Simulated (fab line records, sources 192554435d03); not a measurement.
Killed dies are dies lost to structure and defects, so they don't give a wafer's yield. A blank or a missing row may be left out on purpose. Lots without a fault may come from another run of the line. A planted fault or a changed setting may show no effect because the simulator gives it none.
A struck lot beside a sound one | flow n5_finfet | 43 steps out of a route of 1938
Sound: wafers L360.1, L360.3, L360.4. Struck: wafer L375.5. (L375.4, L375.6 of the same lot were not struck and are left out.) The cause comes at the end.
At each step with rows: each side's tool, then ch and its chambers, then its first start. Under that, the readings that differ: sound wafers | struck wafers | difference of the means | sigmas: that difference in standard deviations of wafers without a fault.
alike: readings whose means differ by less than 2 such deviations, and words and numbers that are the same on both sides. not compared: withheld readings, readings that some wafer has no value for, bounds like >300 that may hide the same value, and numbers for which the record gives no deviation and whose values overlap.
The two part at a step that has a row with sigmas, a row that says differs or no value, or rows on one side only. Numbers that don't overlap but have no deviation are shown without sigmas and don't part them. A reading that every wafer of one side lacks parts them only if that side has two wafers or more.

first, 1 step without rows for these wafers: N5_BEOL_M2_STRIP_83 (strips in C4F6/O2).
N5_BEOL_M2_STRIP_36: strips in N2/H2.
  sound on rie_diel-02 ch 0,2,3, day 7 00:19; struck on rie_diel-02 ch 2, day 10 12:23
  reading               | sound          | struck | difference | sigmas
  oes_product_au (a.u.) | 0.70 0.75 0.69 | 0.90   | +0.19      | +2
  alike: chamber_pressure_mTorr, drypump_motor_current_A, rf_vpp_V, showerhead_plenum_p_Torr, throttle_valve_pct
  not compared: rf_hours_counter_h
then, 1 step without rows for these wafers: N5_BEOL_M2_TRENCH_ETCH_37 (etches SiOC in C4F6/O2, target depth 55.555 nm, time 29.2 s).
N5_BEOL_M2_ETCH_41: etches SiCN in CH3F/O2, target depth 29.9 nm, time 52.5 s.
  sound on rie_diel-02 ch 0,2,3; struck on rie_diel-02 ch 2
  reading                | sound             | struck | difference | sigmas
  oes_product_au (a.u.)  | 0.69 0.75 0.71    | 0.90   | +0.18      | +2
  throttle_valve_pct (%) | 16.55 16.68 16.35 | 16.08  | -0.45      | -2
  alike: chamber_pressure_mTorr, drypump_motor_current_A, rf_vpp_V, showerhead_plenum_p_Torr
  not compared: rf_hours_counter_h
then, 1 step without rows for these wafers: N5_BEOL_M2_STRIP_97 (strips in N2/H2, time 10 s).
N5_BEOL_M2_OCD_MEAS_38:
  sound on ocd-02, day 7 00:31; struck on ocd-01, day 10 12:35
  alike: trench_depth_nm
then, 4 steps without rows for these wafers: N5_BEOL_M2_HM_STRIP_39 (strips TiN in peroxide tin strip, target depth 25 nm, time 158 s); N5_BEOL_M2_SRD_40 (time 30 s); N5_BEOL_M2_PRECLEAN_42 (cleans in residue remover, time 60 s); N5_BEOL_M2_SRD_43 (time 30 s).
N5_BEOL_M2_CD_MEAS_35: target cd 18 nm, target cd y 22.2 nm.
  sound on cd_sem-02, day 7 00:40; struck on cd_sem-01, day 10 12:44
  alike: cd_nm
then, 1 step without rows for these wafers: N5_BEOL_M2_DEGAS_44 (time 60 s).
N5_BEOL_M2_PRE_CLEAN_45: time 30 s.
  sound on pvd_sputter-03, day 7 01:31; struck on pvd_sputter-01, day 10 12:59
  reading            | sound       | struck | difference | sigmas
  heater_power_w (W) | 347 338 320 | 271    | -64        | -4
then, 13 steps without rows for these wafers: N5_BEOL_M2_ALD_84 (deposits TaN, pulse time 2 s, purge time 3 s, co reactant purge time 2 s); N5_BEOL_M2_SURFACE_TREAT_85; N5_BEOL_M2_CVD_47 (deposits Co from CCTBA/H2, target thk 3 nm, time 223.8 s); N5_BEOL_M2_SPUTTER_48 (material Cu, target thk 4.5 nm, time 8.29 s); N5_BEOL_M2_ANNEAL_49 (time 240 s); N5_BEOL_M2_SPUTTER_79 (material Cu, target thk 4.5 nm, time 8.29 s); N5_BEOL_M2_ANNEAL_80 (time 240 s); N5_BEOL_M2_SPUTTER_81 (material Cu, target thk 4.5 nm, time 8.29 s); N5_BEOL_M2_ANNEAL_82 (time 240 s); N5_BEOL_M2_SPUTTER_86 (material Cu, target thk 4.5 nm, time 8.29 s); N5_BEOL_M2_ANNEAL_87 (time 240 s); N5_BEOL_M2_SPUTTER_88 (material Cu, target thk 4.5 nm, time 8.29 s); N5_BEOL_M2_ANNEAL_89 (time 240 s).
N5_BEOL_M2_SPUTTER_90: material Cu, target thk 4.5 nm, time 8.29 s.
  sound on pvd_sputter-01, day 7 03:34; struck on pvd_sputter-01, day 10 14:37
  alike: substrate_temp_c, throttle_valve_pct
then, 2 steps without rows for these wafers: N5_BEOL_M2_ANNEAL_91 (time 240 s); N5_BEOL_M2_SPUTTER_92 (material Cu, target thk 4.5 nm, time 8.29 s).
N5_BEOL_M2_ANNEAL_93: time 240 s.
  sound on pvd_sputter-01, day 7 03:52; struck on pvd_sputter-01, day 10 14:55
  alike: heater_power_w
then, 1 step without rows for these wafers: N5_BEOL_M2_SPUTTER_94 (material Cu, target thk 4.5 nm, time 8.29 s).
N5_BEOL_M2_ANNEAL_95: time 240 s.
  sound on pvd_sputter-01, day 7 04:05; struck on pvd_sputter-01, day 10 15:08
  reading            | sound       | struck | difference | sigmas
  heater_power_w (W) | 752 756 873 | 687    | -107       | -2
then, 4 steps without rows for these wafers: N5_BEOL_M2_SPUTTER_96 (material Cu, target thk 4.5 nm, time 8.29 s); N5_BEOL_M2_ECD_50 (material Cu, target thk 300 nm); N5_BEOL_M2_ANNEAL_51 (time 90 s); N5_BEOL_M2_CMP_52 (polishes, stops on SiOC, t overpolish 6.8 s, target thk 40 nm).
N5_BEOL_M2_THK_MEAS_53: measures by xrf.
  sound on film_metro-01, day 7 05:19; struck on film_metro-01, day 10 16:16
  alike: M2_THK
then, 4 steps without rows for these wafers: N5_BEOL_M2_PRE_CLEAN_60 (time 15 s); N5_BEOL_M2_CO_CAP_55 (material Co, precursor CCTBA/H2, target thk 2 nm, time 102.1 s); N5_BEOL_M2_PRE_CLEAN_56 (time 15 s); N5_BEOL_M2_DEP_57 (deposits SiCN from 3MS/NH3, target thk 8 nm, time 14 s).
N5_BEOL_M2_RS_MEAS_58: measures by four-point-probe.
  sound on film_metro-01, day 7 05:34; struck on film_metro-02, day 10 16:31
  alike: M2_RS
-- the record jumps here: 6 days lie between the struck wafers' starts before and after (it left off in module BEOL_M2 and takes up again in module PASSIVATION, whose first step shown is number 1936 of the route) --
N5_PASSIVATION_PROBE_49:
  sound on prober-02, day 12 05:43; struck on prober-01, day 16 05:31
  reading                  | sound          | struck | difference | sigmas
  defect_limited_yield (%) | 90.3 91.9 90.7 | 83.5   | -7.5       | -6
  killed_at_M0_to_M3       | 35 35 25       | 138    | +106       | +9
  killed_at_front_end      | 59 41 67       | 27     | -29        | -3
  killed_dies              | 114 96 110     | 195    | +88        | +6
  sort_bin_5_function (%)  | 5.2 4.7 5.5    | 11.8   | +6.7       | +7
  sort_n_pass              | 1066 1084 1070 | 985    | -88        | -6
  sort_yield_pct (%)       | 90.3 91.9 90.7 | 83.5   | -7.5       | -6
  alike: killed_at_M4_up, killed_at_contacts, killed_at_other, killed_open, killed_short, sort_bin_4_leakage, sort_bin_6_memory

WHERE THEY PART
First at N5_BEOL_M2_STRIP_36; last, within this record, at N5_PASSIVATION_PROBE_49.

WHY: what the simulator had put in
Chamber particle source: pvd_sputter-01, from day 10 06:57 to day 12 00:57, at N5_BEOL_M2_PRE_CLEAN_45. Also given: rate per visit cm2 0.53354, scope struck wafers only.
